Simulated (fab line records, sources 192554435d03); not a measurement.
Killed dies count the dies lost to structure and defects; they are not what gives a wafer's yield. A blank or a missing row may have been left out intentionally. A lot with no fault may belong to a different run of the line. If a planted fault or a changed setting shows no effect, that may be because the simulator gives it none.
A struck lot beside a sound one ; flow n5-finfet ; 37 steps out of a route of 1938
Sound: these wafers, L172.1, L172.3, L172.6. Struck: wafer L179.4. (L179.3, L179.5 of the same lot were not struck and are left out.) The cause comes at the end.
Each step with rows lists, per side, the tool, then ch with its chambers, then its first start. Under that, the readings that differ: sound wafers ; struck wafers ; difference of the means ; sigmas: that difference in standard deviations of wafers without a fault.
alike: readings whose means differ by less than 2 such deviations, and words and numbers that are the same on both sides. not compared: withheld readings, readings that some wafer has no value for, bounds like >300 that may hide the same value, and numbers for which the record gives no deviation and whose values overlap.
The two part at a step that has a row with sigmas, a row that says differs or no value, or rows on one side only. Non-overlapping numbers with no deviation appear without sigmas and do not part them. A reading that every wafer of one side lacks parts them only if that side has two wafers or more.

first, 11 steps without rows for these wafers: N5_BEOL_M7_PRECLEAN_42 (cleans in residue remover, time 60 s); N5_BEOL_M7_SRD_43 (time 30 s); N5_BEOL_M7_CURE_75 (cures SiCOH lowk, time 120 s); N5_BEOL_M7_DEGAS_44 (time 60 s); N5_BEOL_M7_PRE_CLEAN_45 (time 30 s); N5_BEOL_M7_ALD_77 (deposits TaN, target thk 2 nm, pulse time 2 s, purge time 3 s); N5_BEOL_M7_SURFACE_TREAT_79; N5_BEOL_M7_CVD_78 (deposits Co from CCTBA/H2, target thk 2 nm, time 142.3 s); N5_BEOL_M7_SPUTTER_48 (material Cu, target thk 10 nm, time 1.667 s); N5_BEOL_M7_ECD_50 (material Cu, target thk 300 nm); N5_BEOL_M7_ANNEAL_51 (time 90 s).
N5_BEOL_M7_CMP_52: polishes, stops on SiCOH lowk, t overpolish 6.9 s, target thk 80 nm.
  sound on cmp-02 ch 0,2,3, day 11 04:52; struck on cmp-02 ch 0, day 12 08:58
reading;sound;struck;difference;sigmas
head-pressure-psi (psi);1.0007 0.9999 1.0029;0.9948;-0.0064;-3
  alike: barrier-field-endpoint-s, motor-current-A, overpolish-run-s, time-to-endpoint-s
then, 2 steps without rows for these wafers: N5_BEOL_M7_PRE_CLEAN_55 (time 15 s); N5_BEOL_M7_DEP_56 (deposits SiCN from 3MS/NH3, target thk 10 nm, time 17.5 s).
N5_BEOL_M7_INSPECT_58: inspects for defects (darkfield).
  struck on defect-inspect-01, day 12 09:22; sound on defect-inspect-02, day 11 05:15
reading;sound;struck;difference;sigmas
raw-defect-count;84 56 82;508;+434;+20
then, 12 steps without rows for these wafers: N5_BEOL_M8_ILD_DEP_00 (deposits SiCOH lowk from DEMS/porogen, target thk 179.75 nm, time 33.4 s); N5_BEOL_M8_CURE_74 (cures SiCOH lowk, time 240 s); N5_BEOL_M8_PECVD_70 (deposits SiO2 from TEOS/O2, target thk 20 nm, time 22.7 s); N5_BEOL_M8_HM_DEP_02 (deposits TiN, target thk 20 nm); N5_BEOL_M8_COAT_59 (time 60 s, resist thk 100 nm); N5_BEOL_M8_COAT_60 (time 60 s, resist thk 35 nm); N5_BEOL_M8_COAT_05 (resist thk 90 nm); N5_BEOL_M8_EBR_07; N5_BEOL_M8_SOFTBAKE_06 (time 60 s); N5_BEOL_M8_EXPOSE_08 (exposes mask M8); N5_BEOL_M8_PEB_09 (peb time 60 s); N5_BEOL_M8_DEVELOP_10 (develop time 30 s).
N5_BEOL_M8_INSPECT_13: inspects for defects (brightfield).
  struck on defect-inspect-01, day 12 12:37; sound on defect-inspect-01, day 11 08:13
reading;sound;struck;difference;sigmas
raw-defect-count;360 332 457;895;+512;+6
then, 7 steps without rows for these wafers: N5_BEOL_M8_DESCUM_16 (chemistry O2, time 7.9 s); N5_BEOL_M8_ETCH_61 (etches SiARC in CF4, target depth 45.5 nm, time 75.8 s); N5_BEOL_M8_ETCH_62 (etches SOC in N2/H2, target depth 110 nm, overetch 22 nm, time 165 s); N5_BEOL_M8_STRIP_68 (strips in N2/H2); N5_BEOL_M8_STRIP_67 (strips in CF4); N5_BEOL_M8_HM_OPEN_17 (chemistry Cl2/BCl3, target TiN, target depth 20 nm, overetch 6 nm); N5_BEOL_M8_STRIP_19 (strips in O2).
N5_BEOL_M8_INSPECT_30: inspects for defects (brightfield).
  struck on defect-inspect-02, day 12 17:17; sound on defect-inspect-02, day 11 14:13
reading;sound;struck;difference;sigmas
raw-defect-count;367 353 433;877;+493;+6
-- a jump in the record: the struck wafers' starts before and after are 3 days apart (it breaks off in module BEOL_M8 and resumes in module PASSIVATION, where the first step shown is number 1936 of the route) --
N5_PASSIVATION_PROBE_49:
  rows exist in the record for the struck wafers here (prober-02, day 15 15:26), but not for the sound ones

## WHERE THEY PART
First at N5_BEOL_M7_CMP_52; last, within this record, at N5_PASSIVATION_PROBE_49.

WHY: what the simulator had put in
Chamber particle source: cmp-02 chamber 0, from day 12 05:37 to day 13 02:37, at N5_BEOL_M7_CMP_52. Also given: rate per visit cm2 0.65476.
